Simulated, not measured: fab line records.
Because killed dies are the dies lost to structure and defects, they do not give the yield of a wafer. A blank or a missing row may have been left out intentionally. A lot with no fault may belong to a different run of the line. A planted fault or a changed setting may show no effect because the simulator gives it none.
A struck lot beside a sound one	flow n5 finfet	19 out of 1938 route steps
Sound: wafers L996.1, L996.5, L996.6. The struck wafers were L999.2, L999.3. Last of all comes the cause.
Per side, at each step with rows, come the tool, then ch with its chambers, and then its first start. Under that, the readings that differ: sound wafers	struck wafers	difference of the means	sigmas: that difference in standard deviations of wafers without a fault.
alike: words and numbers the same on both sides, and readings whose means are apart by under 2 such deviations; not compared: readings that were withheld, readings missing a value for some wafer, numbers with overlapping values and no deviation given by the record, and bounds like >300 which may hide the same value.
The two part at a step that has a row with sigmas, a row that says differs or no value, or rows on one side only. When numbers do not overlap yet have no deviation, they are printed without sigmas and do not part them. A reading missing from all wafers of one side parts the sides only when that side holds two or more wafers.

first, 2 steps without rows for these wafers: N5_BEOL_M12_ETCH_68 (etches SOC in N2/H2, time 285 s); N5_BEOL_M12_STRIP_69 (strips in N2/H2).
N5_BEOL_M12_TRENCH_ETCH_34: etches SiOC in C4F8/O2/Ar, target depth 318.95 nm, time 125.5 s.
  sound on rie diel-01 ch 0,3, day 12 18:55; struck on rie diel-03 ch 0,2, day 13 19:31
reading	sound	struck	difference	sigmas
drypump motor current A (A)	6.1 6.1 5.7	5.0 5.5	-0.7	-2
  alike: C4F8_flow_sccm, O2_flow_sccm, oes product au, rf fwd power W, rf vpp V, showerhead plenum p Torr, throttle valve pct
  not compared: rf hours counter h
then, 1 step without rows for these wafers: N5_BEOL_M12_STRIP_70 (strips in C4F8/O2/Ar).
N5_BEOL_M12_OCD_MEAS_35:
  sound on ocd-01, day 12 19:04; struck on ocd-02, day 13 19:40
  alike: trench depth nm
N5_BEOL_M12_STRIP_37: strips in N2/H2.
  sound on plasma asher-02 ch 0,1, day 12 19:07; struck on plasma asher-02 ch 0,1, day 13 19:42
  alike: drypump motor current A, heater power w, oes product au
  not compared: rf hours counter h
then, 3 steps without rows for these wafers: N5_BEOL_M12_ETCH_38 (etches SiCN in CF4/N2, target depth 68.7 nm, time 73.4 s); N5_BEOL_M12_PRECLEAN_39 (cleans in residue remover, time 60 s); N5_BEOL_M12_SRD_40 (time 30 s, dry time 30 s).
N5_BEOL_M12_DEGAS_41: time 60 s.
  sound on pvd sputter-03, day 12 20:02; struck on pvd sputter-01, day 13 20:05
  alike: heater power w
N5_BEOL_M12_PRE_CLEAN_42: time 30 s.
  sound on pvd sputter-03, day 12 20:04; struck on pvd sputter-01, day 13 20:08
  alike: heater power w
N5_BEOL_M12_SPUTTER_43: material TaN, target thk 15 nm, time 24.19 s.
  sound on pvd sputter-03, day 12 20:07; struck on pvd sputter-01, day 13 20:10
  alike: throttle valve pct
N5_BEOL_M12_SPUTTER_44: material Ta, target thk 10 nm, time 16.13 s.
  sound on pvd sputter-03, day 12 20:11; struck on pvd sputter-01, day 13 20:15
reading	sound	struck	difference	sigmas
model.Ta_of_BEOL_M12_SPUTTER_44.thk nm (nm)	10 10 10	7.2 7.4	-2.7	
  alike: throttle valve pct
then, 3 steps without rows for these wafers: N5_BEOL_M12_SPUTTER_45 (material Cu, target thk 80 nm, time 13.33 s); N5_BEOL_M12_ECD_47 (material Cu, target thk 720 nm); N5_BEOL_M12_ANNEAL_48 (time 90 s).
N5_BEOL_M12_CMP_49: polishes, stops on SiOC, t overpolish 20.6 s, target thk 320 nm.
  sound on cmp-03 ch 2,3, day 12 21:42; struck on cmp-03 ch 0,2, day 13 21:20
reading	sound	struck	difference	sigmas
barrier field endpoint s (s)	31.0 29.8 30.7	26.4 27.4	-3.6	-5
  alike: edge zone pressure frac, head pressure psi, motor current A
N5_BEOL_M12_THK_MEAS_50: measures by xrf.
  sound on film metro-02, day 12 21:58; struck on film metro-02, day 13 21:35
  alike: M12_THK
then, 1 step without rows for these wafers: N5_PASSIVATION_PROBE_49.

## WHERE THEY PART
First at N5_BEOL_M12_TRENCH_ETCH_34; last, within this record, at N5_BEOL_M12_CMP_49. Later steps at which nothing parts them and some readings are alike: N5_BEOL_M12_THK_MEAS_50.

WHY: the cause the simulator had injected
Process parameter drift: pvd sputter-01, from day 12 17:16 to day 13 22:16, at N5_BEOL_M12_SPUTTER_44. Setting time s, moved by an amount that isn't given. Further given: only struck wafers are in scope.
